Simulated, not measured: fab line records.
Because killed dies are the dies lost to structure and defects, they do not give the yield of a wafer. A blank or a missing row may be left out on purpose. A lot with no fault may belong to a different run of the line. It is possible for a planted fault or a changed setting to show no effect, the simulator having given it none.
Check of tool commonality | flow nand-harc | Sampled: 14 lots, 42 wafers

## REASON IT WAS OPENED
On 2 of the 14 lots, a flag is raised at NHARC_A_ONON_D2_THK_MEAS_24 on the reading thk-nm. Fault-free wafers read 1003 nm, with a standard deviation of 9.4.
Rule: a lot is flagged in two cases, either no wafer of it has a number, or all its wafers with numbers fall more than 4 standard deviations from that mean. As for the other lots, they are considered sound.

lot  | measured     | on            | thk-nm (nm), wafer by wafer | flag
L185 | day 12 09:00 | film-metro-01 | 1014 1015 1015              |
L186 | day 13 02:45 | film-metro-02 | 1013 1014 1014              |
L187 | day 13 16:10 | film-metro-02 | 998 999 998                 |
L188 | day 13 22:06 | film-metro-02 | 1004 1004 1002              |
L189 | day 14 11:14 | film-metro-01 | 998 998 1000                |
L191 | day 15 13:52 | film-metro-02 | 986 988 986                 |
L193 | day 15 23:20 | film-metro-02 | 998 1000 999                |
L194 | day 17 01:47 | film-metro-01 | 1000 999 1001               |
L195 | day 17 09:31 | film-metro-01 | 1010 1010 1009              |
L196 | day 17 09:31 | film-metro-02 | 996 995 995                 |
L199 | day 18 19:59 | film-metro-01 | 993 994 994                 |
L200 | day 19 07:54 | film-metro-01 | 939 938 938                 | FLAGGED
L204 | day 20 11:29 | film-metro-02 | 955 956 953                 | FLAGGED
L208 | day 22 05:36 | film-metro-01 | 1007 1005 1006              |
Average over the flagged lots: 946 nm; offset from the usual -56 nm, equal to -6 standard deviations.

## WHICH TOOL EACH LOT WENT THROUGH
The record holds 2 process steps before the reading, out of a route of 1302 steps. In each cell: the tool, then ch and the chambers that the sampled wafers went through, then the start.
lot  | flag    | NHARC_A_DECK1_JOINT_DEP_16      | NHARC_A_ONON_D2_DEP_22
L185 |         | pecvd-01 ch 0,2, day 11 19:40   | pecvd-onon-03 ch 0, day 12 08:29
L186 |         | pecvd-03 ch 0,1, day 12 14:14   | pecvd-onon-04 ch 0, day 13 02:18
L187 |         | pecvd-02 ch 1,2, day 13 04:12   | pecvd-onon-01 ch 0, day 13 15:39
L188 |         | pecvd-01 ch 0,1,2, day 13 09:23 | pecvd-onon-04 ch 0, day 13 21:38
L189 |         | pecvd-02 ch 0,1, day 13 21:50   | pecvd-onon-03 ch 0, day 14 10:43
L191 |         | pecvd-02 ch 1,2, day 15 02:09   | pecvd-onon-04 ch 0, day 15 13:21
L193 |         | pecvd-03 ch 0,1, day 15 11:46   | pecvd-onon-03 ch 0, day 15 22:49
L194 |         | pecvd-01 ch 0,2, day 16 10:21   | pecvd-onon-01 ch 0, day 17 01:20
L195 |         | pecvd-03 ch 0,1, day 16 20:35   | pecvd-onon-03 ch 0, day 17 09:04
L196 |         | pecvd-02 ch 0,1,2, day 16 20:41 | pecvd-onon-01 ch 0, day 17 09:01
L199 |         | pecvd-03 ch 0,1,2, day 18 08:17 | pecvd-onon-01 ch 0, day 18 19:39
L200 | FLAGGED | pecvd-01 ch 0,2, day 18 19:45   | pecvd-onon-01 ch 0, day 19 07:23
L204 | FLAGGED | pecvd-03 ch 0,1,2, day 19 23:41 | pecvd-onon-01 ch 0, day 20 10:58
L208 |         | pecvd-03 ch 0,1,2, day 21 18:02 | pecvd-onon-03 ch 0, day 22 05:08
What these steps do:
- NHARC_A_DECK1_JOINT_DEP_16: deposits SiO2, target thk 45 nm.
- NHARC_A_ONON_D2_DEP_22: target thk 1000 nm.
- NHARC_A_ONON_D2_THK_MEAS_24: measures by ellipsometry.

## FLAGGED OVER TOTAL, TOOL BY TOOL (the gauges that took the reading come last)
step                        | tool          | lots run | flagged | share of the flagged lots | sound lots run after its first flagged lot
NHARC_A_DECK1_JOINT_DEP_16  | pecvd-01      | 4        | 1       | some                      | 0
NHARC_A_DECK1_JOINT_DEP_16  | pecvd-02      | 4        | 0       | none                      | -
NHARC_A_DECK1_JOINT_DEP_16  | pecvd-03      | 6        | 1       | some                      | 1 (L208)
NHARC_A_ONON_D2_DEP_22      | pecvd-onon-01 | 6        | 2       | all                       | 0
NHARC_A_ONON_D2_DEP_22      | pecvd-onon-03 | 5        | 0       | none                      | -
NHARC_A_ONON_D2_DEP_22      | pecvd-onon-04 | 3        | 0       | none                      | -
NHARC_A_ONON_D2_THK_MEAS_24 | film-metro-01 | 7        | 1       | some                      | 1 (L208)
NHARC_A_ONON_D2_THK_MEAS_24 | film-metro-02 | 7        | 1       | some                      | 0

## THE TABLE: WHAT IT ALLOWS
1 row of the table ran every flagged lot: pecvd-onon-01 at NHARC_A_ONON_D2_DEP_22.
- pecvd-onon-01 at NHARC_A_ONON_D2_DEP_22 ran 6 lots, 2 of them flagged. A fault beginning between L199 (day 18 19:39), its last sound lot, and L200 (day 19 07:23), its first flagged one, fits the data.
Left over: one tool, pecvd-onon-01 at NHARC_A_ONON_D2_DEP_22.

## WHAT THE SIMULATOR PUT IN
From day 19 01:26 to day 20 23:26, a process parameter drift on pecvd-onon-01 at NHARC_A_ONON_D2_DEP_22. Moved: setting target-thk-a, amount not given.
Lots struck among those shown: L200, L204. Same finding as the rule above.
